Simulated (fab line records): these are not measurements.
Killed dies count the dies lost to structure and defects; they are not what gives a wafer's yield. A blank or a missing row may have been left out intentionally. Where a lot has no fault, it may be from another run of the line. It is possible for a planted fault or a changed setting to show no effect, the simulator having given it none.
Struck lot and sound lot, side by side / flow nand harc / 15 steps out of a route of 1159
Sound: wafers L425.1, L425.3, L425.6. The struck wafers were L422.1, L422.2, L422.3. The cause is given at the end.
Each step with rows lists, per side, the tool, then ch with its chambers, then its first start. Under that, the readings that differ: sound wafers / struck wafers / difference of the means / sigmas: that difference in standard deviations of wafers without a fault.
alike: readings whose means differ by less than 2 such deviations, and words and numbers that are the same on both sides. not compared: withheld readings, readings that some wafer has no value for, bounds like >300 that may hide the same value, and numbers for which the record gives no deviation and whose values overlap.
The two part at a step that has a row with sigmas, a row that says differs or no value, or rows on one side only. Numbers that have no deviation but don't overlap get no sigmas and don't part them. A reading missing from all wafers of one side parts the sides only when that side holds two or more wafers.

first, 1 step without rows for these wafers: NHARC_A_CONTACT_ETCH_78 (etches the open film in O2/COS, target depth 2800 nm, time 728 s).
NHARC_A_CONTACT_ETCH_124: etches the open film in C4F8/O2/Ar, time 140 s, target depth 700 nm.
  sound on har cap etch-03 ch 0,1, day 21 22:18; struck on har cap etch-02 ch 0,1, day 21 14:22
  not compared: rf hours counter h
NHARC_A_CONTACT_ETCH_125: etches the open film in C4F8/O2/Ar, time 155 s, target depth 956 nm.
  sound on har cap etch-03 ch 0,1, day 21 22:30; struck on har cap etch-02 ch 0,1, day 21 14:34
  not compared: rf hours counter h
then, 5 steps without rows for these wafers: NHARC_A_CONTACT_ETCH_126 (etches the open film in C4F8/O2/Ar, time 155 s, target depth 956 nm); NHARC_A_CONTACT_ETCH_127 (etches the open film in C4F8/O2/Ar, time 155 s, target depth 956 nm); NHARC_A_CONTACT_ETCH_128 (etches the open film in C4F8/O2/Ar, time 155 s, target depth 956 nm); NHARC_A_CONTACT_ETCH_129 (etches the open film in C4F8/O2/Ar, time 155 s, target depth 956 nm); NHARC_A_CONTACT_ETCH_130 (etches the open film in C4F8/O2/Ar, time 155 s, target depth 956 nm).
NHARC_A_CONTACT_ETCH_131: etches the open film in C4F8/O2/Ar, time 155 s, target depth 956 nm.
  sound on har cap etch-03 ch 0,1, day 21 23:21; struck on har cap etch-02 ch 0,1, day 21 15:25
  not compared: rf hours counter h
NHARC_A_CONTACT_ETCH_132: etches the open film in C4F8/O2/Ar, time 156 s, target depth 958 nm.
  sound on har cap etch-03 ch 0,1, day 21 23:29; struck on har cap etch-02 ch 0,1, day 21 15:33
  not compared: rf hours counter h
then, 1 step without rows for these wafers: NHARC_A_CONTACT_ETCH_133 (etches the open film in C4F8/O2/Ar, time 195 s, target depth 840 nm).
NHARC_A_CONTACT_ETCH_91: etches the open film in CH3F/O2, target depth 40 nm, time 85.7 s.
  sound on rie diel-07 ch 0,1,2, day 22 00:15; struck on rie diel-04 ch 0,1,3, day 21 16:16
  alike: drypump motor current A, mfc ar sccm, oes product au, rf fwd power W, rf vpp V, showerhead plenum p Torr, throttle valve pct
  not compared: rf hours counter h
NHARC_A_CONTACT_ETCH_97: etches the open film in C4F6/O2, target depth 20 nm, time 10 s.
  sound on rie diel-07 ch 0,2, day 22 00:22; struck on rie diel-04 ch 0,1,3, day 21 16:24
reading=oes product au (a.u.); sound=0.967 0.962 0.959; struck=0.716 0.710 0.726; difference=-0.245; sigmas=-12
reading=rf fwd power W (W); sound=591 591 592; struck=585 587 583; difference=-6; sigmas=-2
  alike: drypump motor current A, mfc ar sccm, rf vpp V, showerhead plenum p Torr, throttle valve pct
  not compared: rf hours counter h
NHARC_A_CONTACT_CD_MEAS_80:
  sound on cd sem-03, day 22 00:26; struck on cd sem-01, day 21 16:29
  alike: cd nm
-- break in the record here, with 3 days between the starts of the struck wafers on either side (left off in module A_CONTACT, picked up again in module END, where the first step shown is number 1159 on the route) --
NHARC_END_SORT_01:
  sound on prober-02 ch 0, day 25 00:26; struck on prober-01 ch 0, day 24 09:01
reading=killed at array; sound=34 26 28; struck=676 671 673; difference=+644; sigmas=+59
reading=killed dies; sound=36 29 33; struck=677 677 677; difference=+644; sigmas=+59
  alike: killed at other, killed at periphery, killed open, killed short

## WHERE THEY PART
At NHARC_A_CONTACT_ETCH_97 first; at NHARC_END_SORT_01 last (within this record only).

WHY: what had been put in by the simulator
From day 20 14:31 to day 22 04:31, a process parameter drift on rie diel-04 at NHARC_A_CONTACT_ETCH_97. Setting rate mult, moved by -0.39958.
